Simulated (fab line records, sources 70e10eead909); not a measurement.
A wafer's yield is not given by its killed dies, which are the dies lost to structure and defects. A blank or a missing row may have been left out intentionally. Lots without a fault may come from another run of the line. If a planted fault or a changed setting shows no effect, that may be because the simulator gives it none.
Which of the tools did it? / flow nandHarc / 12 lots with 36 wafers sampled at 6 steps, on a route of 1302 steps

== WHAT THE GAUGES READ, wafer by wafer ==
NHARC_A_SOURCE_PLATE_THK_MEAS_06: measures by ellipsometry. Usual: thkNm at 199.4 nm, with a standard deviation of 1.9.
lot=L190; measured=day 7 20:43; on=filmMetro-02; thkNm (nm)=201.1 201.1 200.4; flag=
lot=L192; measured=day 8 05:41; on=filmMetro-01; thkNm (nm)=198.0 196.9 198.5; flag=
lot=L193; measured=day 9 08:16; on=filmMetro-02; thkNm (nm)=196.2 198.6 198.8; flag=
lot=L194; measured=day 9 08:16; on=filmMetro-01; thkNm (nm)=203.0 199.5 198.6; flag=
lot=L195; measured=day 9 20:37; on=filmMetro-02; thkNm (nm)=199.9 198.4 197.8; flag=
lot=L197; measured=day 10 20:41; on=filmMetro-01; thkNm (nm)=197.9 200.4 200.0; flag=
lot=L200; measured=day 11 16:49; on=filmMetro-02; thkNm (nm)=197.2 195.8 195.2; flag=
lot=L199; measured=day 11 16:49; on=filmMetro-01; thkNm (nm)=198.4 197.0 197.0; flag=
lot=L201; measured=day 12 08:23; on=filmMetro-02; thkNm (nm)=198.3 198.2 199.7; flag=
lot=L202; measured=day 12 15:07; on=filmMetro-02; thkNm (nm)=201.2 202.3 201.3; flag=
lot=L205; measured=day 13 18:32; on=filmMetro-02; thkNm (nm)=201.9 198.5 199.9; flag=
lot=L209; measured=day 15 11:21; on=filmMetro-02; thkNm (nm)=200.2 198.9 201.1; flag=

NHARC_A_ONON_D1_THK_MEAS_18: measures by ellipsometry. Usual: thkNm at 1002 nm, with a standard deviation of 8.8.
lot=L190; measured=day 8 07:28; on=filmMetro-02; thkNm (nm)=998 998 997; flag=
lot=L192; measured=day 8 17:33; on=filmMetro-01; thkNm (nm)=1010 1008 1007; flag=
lot=L193; measured=day 9 20:11; on=filmMetro-02; thkNm (nm)=995 996 997; flag=
lot=L194; measured=day 9 20:10; on=filmMetro-02; thkNm (nm)=1006 1006 1004; flag=
lot=L195; measured=day 10 07:18; on=filmMetro-02; thkNm (nm)=1005 1005 1006; flag=
lot=L197; measured=day 11 07:25; on=filmMetro-01; thkNm (nm)=998 997 998; flag=
lot=L200; measured=day 12 03:31; on=filmMetro-01; thkNm (nm)=995 997 997; flag=
lot=L199; measured=day 12 03:32; on=filmMetro-02; thkNm (nm)=1013 1012 1013; flag=
lot=L201; measured=day 12 19:08; on=filmMetro-02; thkNm (nm)=1011 1012 1011; flag=
lot=L202; measured=day 13 01:52; on=filmMetro-02; thkNm (nm)=996 1000 1000; flag=
lot=L205; measured=day 14 05:34; on=filmMetro-02; thkNm (nm)=1018 1020 1018; flag=
lot=L209; measured=day 15 22:05; on=filmMetro-01; thkNm (nm)=606 986 607; flag=OFF

NHARC_END_SORT_01. Usual: killedAtArray 53, standard deviation 20; killedAtOther 1, standard deviation 1.2; killedAtPeriphery 3.7, standard deviation 2.6; killedDies 58, standard deviation 20; killedOpen 3.5, standard deviation 1.8; killedShort 2.4, standard deviation 1.7.
lot=L194; measured=day 26 11:01; on=prober-01; killedAtArray=103 81 86; killedAtOther=2 1 3; killedAtPeriphery=6 5 4; killedDies=111 87 93; killedOpen=3 2 7; killedShort=2 2 1; flag=
lot=L197; measured=day 27 22:25; on=prober-01; killedAtArray=58 49 38; killedAtOther=1 1 2; killedAtPeriphery=12 7 4; killedDies=71 57 44; killedOpen=8 7 4; killedShort=5 1 3; flag=
lot=L209; measured=day 31 17:59; on=prober-02; killedAtArray=677 57 675; killedAtOther=0 1 1; killedAtPeriphery=0 2 1; killedDies=677 60 677; killedOpen=4 5 4; killedShort=0 3 3; flag=OFF

== EACH LOT AND THE TOOL THAT RAN IT (in order: tool; ch and the chambers of the sampled wafers; start) ==
lot=L190; NHARC_P_BONDPAD_ACTIVATE_29=rieDiel-04 ch 0,1, day 6 19:46; NHARC_A_ZERO_WELL_RTA_16=rtpAnneal-02 ch 0, day 6 22:20; NHARC_A_ONON_D1_DEP_16=pecvdOnon-04 ch 0, day 8 07:00
lot=L192; NHARC_P_BONDPAD_ACTIVATE_29=rieDiel-04 ch 0,3, day 7 09:14; NHARC_A_ZERO_WELL_RTA_16=rtpAnneal-01 ch 0, day 7 11:43; NHARC_A_ONON_D1_DEP_16=pecvdOnon-04 ch 0, day 8 17:09
lot=L193; NHARC_P_BONDPAD_ACTIVATE_29=rieDiel-04 ch 1,2,3, day 8 08:32; NHARC_A_ZERO_WELL_RTA_16=rtpAnneal-02 ch 0, day 8 11:04; NHARC_A_ONON_D1_DEP_16=pecvdOnon-04 ch 0, day 9 19:43
lot=L194; NHARC_P_BONDPAD_ACTIVATE_29=rieDiel-01 ch 1,2, day 8 09:14; NHARC_A_ZERO_WELL_RTA_16=rtpAnneal-02 ch 0, day 8 11:49; NHARC_A_ONON_D1_DEP_16=pecvdOnon-03 ch 0, day 9 19:47
lot=L195; NHARC_P_BONDPAD_ACTIVATE_29=rieDiel-05 ch 1,2,3, day 8 20:02; NHARC_A_ZERO_WELL_RTA_16=rtpAnneal-01 ch 0, day 8 22:25; NHARC_A_ONON_D1_DEP_16=pecvdOnon-02 ch 0, day 10 06:51
lot=L197; NHARC_P_BONDPAD_ACTIVATE_29=rieDiel-05 ch 0,1,3, day 9 17:34; NHARC_A_ZERO_WELL_RTA_16=rtpAnneal-02 ch 0, day 9 20:00; NHARC_A_ONON_D1_DEP_16=pecvdOnon-03 ch 0, day 11 06:58
lot=L200; NHARC_P_BONDPAD_ACTIVATE_29=rieDiel-04 ch 0,3, day 10 17:20; NHARC_A_ZERO_WELL_RTA_16=rtpAnneal-02 ch 0, day 10 20:01; NHARC_A_ONON_D1_DEP_16=pecvdOnon-02 ch 0, day 12 03:08
lot=L199; NHARC_P_BONDPAD_ACTIVATE_29=rieDiel-01 ch 0,1,3, day 10 18:19; NHARC_A_ZERO_WELL_RTA_16=rtpAnneal-02 ch 0, day 10 20:52; NHARC_A_ONON_D1_DEP_16=pecvdOnon-03 ch 0, day 12 03:04
lot=L201; NHARC_P_BONDPAD_ACTIVATE_29=rieDiel-05 ch 1,2,3, day 11 05:26; NHARC_A_ZERO_WELL_RTA_16=rtpAnneal-02 ch 0, day 11 08:03; NHARC_A_ONON_D1_DEP_16=pecvdOnon-02 ch 0, day 12 18:41
lot=L202; NHARC_P_BONDPAD_ACTIVATE_29=rieDiel-04 ch 0,1, day 11 15:46; NHARC_A_ZERO_WELL_RTA_16=rtpAnneal-01 ch 0, day 11 18:26; NHARC_A_ONON_D1_DEP_16=pecvdOnon-02 ch 0, day 13 01:31
lot=L205; NHARC_P_BONDPAD_ACTIVATE_29=rieDiel-05 ch 0,2,3, day 12 21:52; NHARC_A_ZERO_WELL_RTA_16=rtpAnneal-02 ch 0, day 13 00:32; NHARC_A_ONON_D1_DEP_16=pecvdOnon-03 ch 0, day 14 05:08
lot=L209; NHARC_P_BONDPAD_ACTIVATE_29=rieDiel-05 ch 2,3, day 14 12:30; NHARC_A_ZERO_WELL_RTA_16=rtpAnneal-02 ch 0, day 14 15:01; NHARC_A_ONON_D1_DEP_16=pecvdOnon-03 ch 0, day 15 21:35
- NHARC_P_BONDPAD_ACTIVATE_29: chemistry N2, time 60 s.
- NHARC_A_ZERO_WELL_RTA_16: time 10 s.
- NHARC_A_ONON_D1_DEP_16: target thk 1000 nm.

== AS READ BY THE TOOLS THEMSELVES (means over the sampled wafers that have a number; for cases with no such wafer, the mark the record gives instead) ==
NHARC_P_BONDPAD_ACTIVATE_29. Usual: drypumpMotorCurrentA 5.7 A, standard deviation 0.49; oesProductAu 0.998 a.u., standard deviation 0.01; rfVppV 64.4 V, standard deviation 0.81; showerheadPlenumPTorr 1.83 Torr, standard deviation 0.052.
lot=L190; tool=rieDiel-04; drypumpMotorCurrentA (A)=5.7; oesProductAu (a.u.)=1.001; rfVppV (V)=64.9; showerheadPlenumPTorr (Torr)=1.87; flag=
lot=L192; tool=rieDiel-04; drypumpMotorCurrentA (A)=6.2; oesProductAu (a.u.)=1.010; rfVppV (V)=64.2; showerheadPlenumPTorr (Torr)=1.85; flag=
lot=L193; tool=rieDiel-04; drypumpMotorCurrentA (A)=5.5; oesProductAu (a.u.)=1.003; rfVppV (V)=64.2; showerheadPlenumPTorr (Torr)=1.87; flag=
lot=L194; tool=rieDiel-01; drypumpMotorCurrentA (A)=5.8; oesProductAu (a.u.)=1.001; rfVppV (V)=63.5; showerheadPlenumPTorr (Torr)=1.72; flag=
lot=L195; tool=rieDiel-05; drypumpMotorCurrentA (A)=5.6; oesProductAu (a.u.)=0.990; rfVppV (V)=64.3; showerheadPlenumPTorr (Torr)=1.83; flag=
lot=L197; tool=rieDiel-05; drypumpMotorCurrentA (A)=5.9; oesProductAu (a.u.)=0.997; rfVppV (V)=64.1; showerheadPlenumPTorr (Torr)=1.83; flag=
lot=L200; tool=rieDiel-04; drypumpMotorCurrentA (A)=6.2; oesProductAu (a.u.)=0.998; rfVppV (V)=64.2; showerheadPlenumPTorr (Torr)=1.86; flag=
lot=L199; tool=rieDiel-01; drypumpMotorCurrentA (A)=6.1; oesProductAu (a.u.)=0.993; rfVppV (V)=64.0; showerheadPlenumPTorr (Torr)=1.76; flag=
lot=L201; tool=rieDiel-05; drypumpMotorCurrentA (A)=5.5; oesProductAu (a.u.)=0.995; rfVppV (V)=64.5; showerheadPlenumPTorr (Torr)=1.83; flag=
lot=L202; tool=rieDiel-04; drypumpMotorCurrentA (A)=6.0; oesProductAu (a.u.)=1.002; rfVppV (V)=64.1; showerheadPlenumPTorr (Torr)=1.87; flag=
lot=L205; tool=rieDiel-05; drypumpMotorCurrentA (A)=5.7; oesProductAu (a.u.)=0.991; rfVppV (V)=64.0; showerheadPlenumPTorr (Torr)=1.85; flag=
lot=L209; tool=rieDiel-05; drypumpMotorCurrentA (A)=5.3; oesProductAu (a.u.)=0.990; rfVppV (V)=63.9; showerheadPlenumPTorr (Torr)=1.85; flag=

NHARC_A_ZERO_WELL_RTA_16. Usual: lampPowerPct 32.2 %, standard deviation 0.54; lamp_zone_4_pct 32.2 %, standard deviation 0.54; lamp_zone_6_pct 32.2 %, standard deviation 0.53; wafer_temp_C_max 1004.4, standard deviation 1.3.
lot=L190; tool=rtpAnneal-02; lampPowerPct (%)=32.5; lamp_zone_4_pct (%)=32.5; lamp_zone_6_pct (%)=32.4; wafer_temp_C_max=1004.8; flag=
lot=L192; tool=rtpAnneal-01; lampPowerPct (%)=31.2; lamp_zone_4_pct (%)=31.2; lamp_zone_6_pct (%)=31.1; wafer_temp_C_max=1002.3; flag=
lot=L193; tool=rtpAnneal-02; lampPowerPct (%)=32.5; lamp_zone_4_pct (%)=32.5; lamp_zone_6_pct (%)=32.4; wafer_temp_C_max=1005.4; flag=
lot=L194; tool=rtpAnneal-02; lampPowerPct (%)=32.5; lamp_zone_4_pct (%)=32.5; lamp_zone_6_pct (%)=32.5; wafer_temp_C_max=1005.4; flag=
lot=L195; tool=rtpAnneal-01; lampPowerPct (%)=31.2; lamp_zone_4_pct (%)=31.2; lamp_zone_6_pct (%)=31.1; wafer_temp_C_max=1002.7; flag=
lot=L197; tool=rtpAnneal-02; lampPowerPct (%)=32.5; lamp_zone_4_pct (%)=32.5; lamp_zone_6_pct (%)=32.4; wafer_temp_C_max=1004.4; flag=
lot=L200; tool=rtpAnneal-02; lampPowerPct (%)=32.5; lamp_zone_4_pct (%)=32.5; lamp_zone_6_pct (%)=32.4; wafer_temp_C_max=1004.9; flag=
lot=L199; tool=rtpAnneal-02; lampPowerPct (%)=32.5; lamp_zone_4_pct (%)=32.4; lamp_zone_6_pct (%)=32.4; wafer_temp_C_max=1004.8; flag=
lot=L201; tool=rtpAnneal-02; lampPowerPct (%)=32.5; lamp_zone_4_pct (%)=32.5; lamp_zone_6_pct (%)=32.5; wafer_temp_C_max=1005.0; flag=
lot=L202; tool=rtpAnneal-01; lampPowerPct (%)=31.2; lamp_zone_4_pct (%)=31.2; lamp_zone_6_pct (%)=31.1; wafer_temp_C_max=1002.8; flag=
lot=L205; tool=rtpAnneal-02; lampPowerPct (%)=32.5; lamp_zone_4_pct (%)=32.4; lamp_zone_6_pct (%)=32.4; wafer_temp_C_max=1005.1; flag=
lot=L209; tool=rtpAnneal-02; lampPowerPct (%)=32.5; lamp_zone_4_pct (%)=32.5; lamp_zone_6_pct (%)=32.4; wafer_temp_C_max=1004.6; flag=

== THE ANSWER, worked out from the rows above alone ==
Rule: a lot counts as off when the mean over its wafers that have a number is more than 3 standard deviations away from the usual mean. A lot without any number at a reading at which 4 lots or more have one is off too. All remaining lots with rows at the step are treated as sound. The gauges are gone through in route order, then the tools' own readings, and for those a lot's mean is taken as printed above. The first step at which some lot is off is used, and at that step the reading that is off furthest; a lot without a number counts as furthest.
Off: L209, at NHARC_A_ONON_D1_THK_MEAS_18 (thkNm).
If a tool, at a process step before that reading, ran all the lots that are off and no sound lot after the first of them, it fits. The gauges at NHARC_A_ONON_D1_THK_MEAS_18 aren't tried: what is off there is off at NHARC_END_SORT_01 too, on other tools, and a gauge's error can't cause that. Can't be told from this: 3 tools fit, rieDiel-05 at NHARC_P_BONDPAD_ACTIVATE_29, rtpAnneal-02 at NHARC_A_ZERO_WELL_RTA_16, pecvdOnon-03 at NHARC_A_ONON_D1_DEP_16.

== WHAT THE SIMULATOR HAD INSERTED ==
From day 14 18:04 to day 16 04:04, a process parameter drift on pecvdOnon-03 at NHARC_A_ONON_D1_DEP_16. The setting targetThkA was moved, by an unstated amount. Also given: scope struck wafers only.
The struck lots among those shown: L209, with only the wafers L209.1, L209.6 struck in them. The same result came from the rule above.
